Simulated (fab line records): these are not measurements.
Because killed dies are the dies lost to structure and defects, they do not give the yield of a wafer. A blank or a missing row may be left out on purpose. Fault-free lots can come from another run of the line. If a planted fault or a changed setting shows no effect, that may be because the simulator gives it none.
Lot-split experiment / flow n5_finfet / 39 wafers read from 7 lots, route of 1938 steps

== ON THE SPLIT ==
At N5_BEOL_M11_DESCUM_16 (chemistry O2, time 7.9 s), the setting time_s was moved away from the recipe's 7.9 s on 6 of the 39 wafers read, by +15.3% to +33.9%. For the rest of the wafers, this setting stayed at what the recipe calls for.

No step appears in the file between the split and the reading.

== THE READING ==
CAR-ArF_of_BEOL_M11_COAT_05.thk_nm (the simulator's own value, which no gauge read), in nm, at N5_BEOL_M11_ETCH_61 (etches SiARC in CF4, target depth 39 nm, time 65 s). No usual value for it is given in the file. Here, 33 wafers ran the recipe; their average is 55.7 nm with a standard deviation of 0.23 nm.

wafer=L079.1; tool, chamber at the split=rie_diel-06, 1,2,3,0; time_s as run, s=7.9; against the recipe=recipe; CAR-ArF_of_BEOL_M11_COAT_05.thk_nm, nm=55.8; against lot-mates on the recipe=-
wafer=L079.2; tool, chamber at the split=rie_diel-06, 1,2,3,0; time_s as run, s=7.9; against the recipe=recipe; CAR-ArF_of_BEOL_M11_COAT_05.thk_nm, nm=55.8; against lot-mates on the recipe=-
wafer=L079.3; tool, chamber at the split=rie_diel-06, 1,2,3,0; time_s as run, s=7.9; against the recipe=recipe; CAR-ArF_of_BEOL_M11_COAT_05.thk_nm, nm=55.8; against lot-mates on the recipe=-
wafer=L079.4; tool, chamber at the split=rie_diel-06, 1,2,3,0; time_s as run, s=7.9; against the recipe=recipe; CAR-ArF_of_BEOL_M11_COAT_05.thk_nm, nm=55.8; against lot-mates on the recipe=-
wafer=L079.5; tool, chamber at the split=rie_diel-06, 2; time_s as run, s=7.9; against the recipe=recipe; CAR-ArF_of_BEOL_M11_COAT_05.thk_nm, nm=56; against lot-mates on the recipe=-
wafer=L079.6; tool, chamber at the split=rie_diel-06, 3; time_s as run, s=7.9; against the recipe=recipe; CAR-ArF_of_BEOL_M11_COAT_05.thk_nm, nm=55.6; against lot-mates on the recipe=-
wafer=L083.1; tool, chamber at the split=rie_diel-06, 1,3; time_s as run, s=7.9; against the recipe=recipe; CAR-ArF_of_BEOL_M11_COAT_05.thk_nm, nm=55.6; against lot-mates on the recipe=-
wafer=L083.3; tool, chamber at the split=rie_diel-06, 0; time_s as run, s=7.9; against the recipe=recipe; CAR-ArF_of_BEOL_M11_COAT_05.thk_nm, nm=55.6; against lot-mates on the recipe=-
wafer=L083.2; tool, chamber at the split=rie_diel-06, 3,0,1; time_s as run, s=7.9; against the recipe=recipe; CAR-ArF_of_BEOL_M11_COAT_05.thk_nm, nm=55.2; against lot-mates on the recipe=-
wafer=L083.4; tool, chamber at the split=rie_diel-06, 3,0,1; time_s as run, s=7.9; against the recipe=recipe; CAR-ArF_of_BEOL_M11_COAT_05.thk_nm, nm=55.4; against lot-mates on the recipe=-
wafer=L083.5; tool, chamber at the split=rie_diel-06, 3,0,1; time_s as run, s=7.9; against the recipe=recipe; CAR-ArF_of_BEOL_M11_COAT_05.thk_nm, nm=55.4; against lot-mates on the recipe=-
wafer=L083.6; tool, chamber at the split=rie_diel-06, 1,3; time_s as run, s=7.9; against the recipe=recipe; CAR-ArF_of_BEOL_M11_COAT_05.thk_nm, nm=55.4; against lot-mates on the recipe=-
wafer=L089.1; tool, chamber at the split=rie_diel-05, 1; time_s as run, s=7.9; against the recipe=recipe; CAR-ArF_of_BEOL_M11_COAT_05.thk_nm, nm=55.6; against lot-mates on the recipe=-
wafer=L089.5; tool, chamber at the split=rie_diel-05, 1; time_s as run, s=7.9; against the recipe=recipe; CAR-ArF_of_BEOL_M11_COAT_05.thk_nm, nm=55.6; against lot-mates on the recipe=-
wafer=L089.2; tool, chamber at the split=rie_diel-05, 2; time_s as run, s=7.9; against the recipe=recipe; CAR-ArF_of_BEOL_M11_COAT_05.thk_nm, nm=55.4; against lot-mates on the recipe=-
wafer=L089.3; tool, chamber at the split=rie_diel-05, 3; time_s as run, s=10.58; against the recipe=+33.9%; CAR-ArF_of_BEOL_M11_COAT_05.thk_nm, nm=54; against lot-mates on the recipe=-1.5
wafer=L089.4; tool, chamber at the split=rie_diel-05, 0; time_s as run, s=10.58; against the recipe=+33.9%; CAR-ArF_of_BEOL_M11_COAT_05.thk_nm, nm=53.6; against lot-mates on the recipe=-1.9
wafer=L089.6; tool, chamber at the split=rie_diel-05, 0; time_s as run, s=10.58; against the recipe=+33.9%; CAR-ArF_of_BEOL_M11_COAT_05.thk_nm, nm=53.6; against lot-mates on the recipe=-1.9
wafer=L087.1; tool, chamber at the split=rie_diel-05, 3,1,0,2; time_s as run, s=7.9; against the recipe=recipe; CAR-ArF_of_BEOL_M11_COAT_05.thk_nm, nm=56; against lot-mates on the recipe=-
wafer=L087.3; tool, chamber at the split=rie_diel-05, 3,1,0,2; time_s as run, s=7.9; against the recipe=recipe; CAR-ArF_of_BEOL_M11_COAT_05.thk_nm, nm=56; against lot-mates on the recipe=-
wafer=L087.4; tool, chamber at the split=rie_diel-05, 3,1,0,2; time_s as run, s=7.9; against the recipe=recipe; CAR-ArF_of_BEOL_M11_COAT_05.thk_nm, nm=56; against lot-mates on the recipe=-
wafer=L087.2; tool, chamber at the split=rie_diel-05, 2,3; time_s as run, s=7.9; against the recipe=recipe; CAR-ArF_of_BEOL_M11_COAT_05.thk_nm, nm=55.8; against lot-mates on the recipe=-
wafer=L087.5; tool, chamber at the split=rie_diel-05, 2,3; time_s as run, s=7.9; against the recipe=recipe; CAR-ArF_of_BEOL_M11_COAT_05.thk_nm, nm=55.8; against lot-mates on the recipe=-
wafer=L087.6; tool, chamber at the split=rie_diel-05, 3,1,0,2; time_s as run, s=7.9; against the recipe=recipe; CAR-ArF_of_BEOL_M11_COAT_05.thk_nm, nm=55.8; against lot-mates on the recipe=-
wafer=L091.1; tool, chamber at the split=rie_diel-06, 0; time_s as run, s=7.9; against the recipe=recipe; CAR-ArF_of_BEOL_M11_COAT_05.thk_nm, nm=55.6; against lot-mates on the recipe=-
wafer=L091.3; tool, chamber at the split=rie_diel-06, 1; time_s as run, s=7.9; against the recipe=recipe; CAR-ArF_of_BEOL_M11_COAT_05.thk_nm, nm=56; against lot-mates on the recipe=-
wafer=L091.4; tool, chamber at the split=rie_diel-06, 1; time_s as run, s=7.9; against the recipe=recipe; CAR-ArF_of_BEOL_M11_COAT_05.thk_nm, nm=55.8; against lot-mates on the recipe=-
wafer=L095.1; tool, chamber at the split=rie_diel-05, 1,3,0; time_s as run, s=7.9; against the recipe=recipe; CAR-ArF_of_BEOL_M11_COAT_05.thk_nm, nm=55.6; against lot-mates on the recipe=-
wafer=L095.2; tool, chamber at the split=rie_diel-05, 1,3,0; time_s as run, s=7.9; against the recipe=recipe; CAR-ArF_of_BEOL_M11_COAT_05.thk_nm, nm=55.8; against lot-mates on the recipe=-
wafer=L095.4; tool, chamber at the split=rie_diel-05, 1,3,0; time_s as run, s=7.9; against the recipe=recipe; CAR-ArF_of_BEOL_M11_COAT_05.thk_nm, nm=55.8; against lot-mates on the recipe=-
wafer=L095.3; tool, chamber at the split=rie_diel-05, 2,1,2; time_s as run, s=7.9; against the recipe=recipe; CAR-ArF_of_BEOL_M11_COAT_05.thk_nm, nm=56; against lot-mates on the recipe=-
wafer=L095.5; tool, chamber at the split=rie_diel-05, 2,1,2; time_s as run, s=7.9; against the recipe=recipe; CAR-ArF_of_BEOL_M11_COAT_05.thk_nm, nm=56; against lot-mates on the recipe=-
wafer=L095.6; tool, chamber at the split=rie_diel-05, 2,1,2; time_s as run, s=7.9; against the recipe=recipe; CAR-ArF_of_BEOL_M11_COAT_05.thk_nm, nm=56; against lot-mates on the recipe=-
wafer=L096.1; tool, chamber at the split=rie_diel-01, 2,2,3; time_s as run, s=9.112; against the recipe=+15.3%; CAR-ArF_of_BEOL_M11_COAT_05.thk_nm, nm=54.6; against lot-mates on the recipe=-0.9
wafer=L096.4; tool, chamber at the split=rie_diel-01, 2,2,3; time_s as run, s=9.112; against the recipe=+15.3%; CAR-ArF_of_BEOL_M11_COAT_05.thk_nm, nm=54.6; against lot-mates on the recipe=-0.9
wafer=L096.6; tool, chamber at the split=rie_diel-01, 2,2,3; time_s as run, s=9.112; against the recipe=+15.3%; CAR-ArF_of_BEOL_M11_COAT_05.thk_nm, nm=54.6; against lot-mates on the recipe=-0.9
wafer=L096.2; tool, chamber at the split=rie_diel-01, 3; time_s as run, s=7.9; against the recipe=recipe; CAR-ArF_of_BEOL_M11_COAT_05.thk_nm, nm=55.6; against lot-mates on the recipe=-
wafer=L096.3; tool, chamber at the split=rie_diel-01, 0; time_s as run, s=7.9; against the recipe=recipe; CAR-ArF_of_BEOL_M11_COAT_05.thk_nm, nm=55.4; against lot-mates on the recipe=-
wafer=L096.5; tool, chamber at the split=rie_diel-01, 0; time_s as run, s=7.9; against the recipe=recipe; CAR-ArF_of_BEOL_M11_COAT_05.thk_nm, nm=55.4; against lot-mates on the recipe=-
When a row names more than one chamber, that row covers several wafers, and the file does not tell which wafer ran in which chamber.

FIT RESULTS
A straight line over all 39 wafers: CAR-ArF_of_BEOL_M11_COAT_05.thk_nm changes by -0.0603 nm for each +1% of time_s; r = -0.93; the points scatter about the line by 0.23 nm.
The same after taking each lot's own level away (the mean of its wafers on the recipe; 39 wafers): -0.0536 nm for each +1%; r = -0.97; scatter 0.13 nm.
On that fit, the largest move of time_s shifts the reading by 1.8 nm.
Across the lots, their own levels run from 55.43 to 55.90 nm, a range of 2.1 times the standard deviation given above.
So the slope is not independent of the lot-to-lot level: the two fits are not the same.
Check: -1.93 nm against its lot-mates is what the line predicts for one of the wafers moved furthest among these (+33.9%) when that wafer is left out of the fit. Against them it came out at -1.53 nm.

== THE WHOLE CHAIN: every reading that the file lists as answering this split, in the file's order ==
step=N5_BEOL_M11_DESCUM_16; what it does=chemistry O2, time 7.9 s; reading=CAR-ArF_of_BEOL_M11_COAT_05.thk_nm (the simulator's own value, which no gauge read); change (the file's fit)=-0.0529 nm for each +1% of the setting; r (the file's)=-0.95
step=N5_BEOL_M11_ETCH_61; what it does=etches SiARC in CF4, target depth 39 nm, time 65 s; reading=CAR-ArF_of_BEOL_M11_COAT_05.thk_nm (the simulator's own value, which no gauge read); change (the file's fit)=-0.0536 nm for each +1% of the setting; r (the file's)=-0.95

== FILE'S OWN FIT ==
CAR-ArF_of_BEOL_M11_COAT_05.thk_nm changes by -0.0536 nm for each +1% of time_s, r = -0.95.
